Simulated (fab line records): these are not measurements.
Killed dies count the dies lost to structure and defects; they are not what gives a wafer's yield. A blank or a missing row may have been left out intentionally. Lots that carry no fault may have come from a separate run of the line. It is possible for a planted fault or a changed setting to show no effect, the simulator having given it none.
A struck lot beside a sound one || flow n5 finfet || 36 out of 1938 route steps
Sound: these wafers, L622.1, L622.2, L622.5. Struck: wafer L614.5; the same lot's L614.4 was not struck, so it is left out; see the end for the cause.
Each step with rows lists, per side, the tool, then ch with its chambers, then its first start. Under that, the readings that differ: sound wafers || struck wafers || difference of the means || sigmas: that difference in standard deviations of wafers without a fault.
alike: readings with means less than 2 such deviations apart, plus words and numbers identical on both sides. not compared: withheld readings, readings lacking a value on some wafer, bounds such as >300 that could conceal the same value, and numbers that have no deviation in the record and whose values overlap.
The two part at a step that has a row with sigmas, a row that says differs or no value, or rows on one side only. Non-overlapping numbers with no deviation appear without sigmas and do not part them. A reading missing from all wafers of one side parts the sides only when that side holds two or more wafers.

first, 9 steps without rows for these wafers: N5_BEOL_M4_ANNEAL_95 (time 240 s); N5_BEOL_M4_SPUTTER_96 (material Cu, target thk 4.5 nm, time 8.29 s); N5_BEOL_M4_ECD_50 (material Cu, target thk 300 nm); N5_BEOL_M4_ANNEAL_51 (time 90 s); N5_BEOL_M4_CMP_52 (polishes, stops on SiOC, t overpolish 6.8 s, target thk 40 nm); N5_BEOL_M4_PRE_CLEAN_60 (time 15 s); N5_BEOL_M4_CO_CAP_55 (material Co, precursor CCTBA/H2, target thk 2 nm, time 102.1 s); N5_BEOL_M4_PRE_CLEAN_56 (time 15 s); N5_BEOL_M4_DEP_57 (deposits SiCN from 3MS/NH3, target thk 8 nm, time 14 s).
N5_BEOL_M4_RC_MEAS_101:
  sound on prober-02 ch 0, day 13 12:07; struck on prober-01 ch 0, day 11 02:39
  alike: DIBL_N, DIBL_P, IOFF_N, IOFF_P, ION_N, ION_P, SS_N, SS_P, VT_N, VT_P
then, 24 steps without rows for these wafers: N5_BEOL_M5_ILD_DEP_00 (deposits SiCOH lowk from DEMS/porogen, target thk 140.64 nm, time 25.9 s); N5_BEOL_M5_CURE_79 (cures SiCOH lowk, time 240 s); N5_BEOL_M5_PECVD_70 (deposits SiO2 from TEOS/O2, target thk 16 nm, time 18 s); N5_BEOL_M5_HM_DEP_02 (deposits TiN, target thk 20 nm); N5_BEOL_M5_COAT_59 (time 60 s, resist thk 60 nm); N5_BEOL_M5_COAT_60 (time 60 s, resist thk 12 nm); N5_BEOL_M5_COAT_71 (time 60 s, resist thk 5 nm); N5_BEOL_M5_COAT_05 (resist thk 30 nm); N5_BEOL_M5_EBR_07; N5_BEOL_M5_SOFTBAKE_06 (time 60 s); N5_BEOL_M5_EXPOSE_08 (exposes mask M5, target cd 28 nm); N5_BEOL_M5_PEB_09 (peb time 60 s); N5_BEOL_M5_DEVELOP_10 (develop time 30 s); N5_BEOL_M5_DESCUM_16 (chemistry O2, time 7 s); N5_BEOL_M5_ETCH_72 (etches underlayer in N2/H2, target depth 6.5 nm, time 5.2 s); N5_BEOL_M5_ETCH_61 (etches SiARC in CF4, target depth 15.6 nm, time 26 s); N5_BEOL_M5_ETCH_62 (etches SOC in N2/H2, target depth 75 nm, overetch 15 nm, time 112.5 s); N5_BEOL_M5_STRIP_63 (strips in N2/H2); N5_BEOL_M5_STRIP_73 (strips in N2/H2); N5_BEOL_M5_STRIP_64 (strips in CF4); N5_BEOL_M5_HM_OPEN_17 (chemistry Cl2/BCl3, target TiN, target depth 20 nm, overetch 6 nm); N5_BEOL_M5_STRIP_19 (strips in O2); N5_BEOL_M5_COAT_65 (time 60 s, resist thk 60 nm); N5_BEOL_M5_COAT_66 (time 60 s, resist thk 12 nm).
-- the record jumps here: 4 days lie between the struck wafers' starts before and after (it left off in module BEOL_M5 and takes up again in module MIM_TOP, whose first step shown is number 1838 of the route) --
N5_MIM_TOP_SPUTTER_03: material TiN, target thk 35 nm, time 89.7 s.
  struck on pvd sputter-02, day 15 04:06; sound on pvd sputter-03, day 17 09:02
{"reading": "model.TiN_of_MIM_TOP_SPUTTER_03.thk nm (nm)", "sound": "34.8 34.8 35", "struck": 46.2, "difference": "+11.3", "sigmas": ""}
  alike: throttle valve pct
N5_PASSIVATION_PROBE_49:
  rows exist in the record for the struck wafers here (prober-02, day 15 17:07), but not for the sound ones

WHERE THEY PART
Within this record, at N5_PASSIVATION_PROBE_49 only.

WHY: what had been put in by the simulator
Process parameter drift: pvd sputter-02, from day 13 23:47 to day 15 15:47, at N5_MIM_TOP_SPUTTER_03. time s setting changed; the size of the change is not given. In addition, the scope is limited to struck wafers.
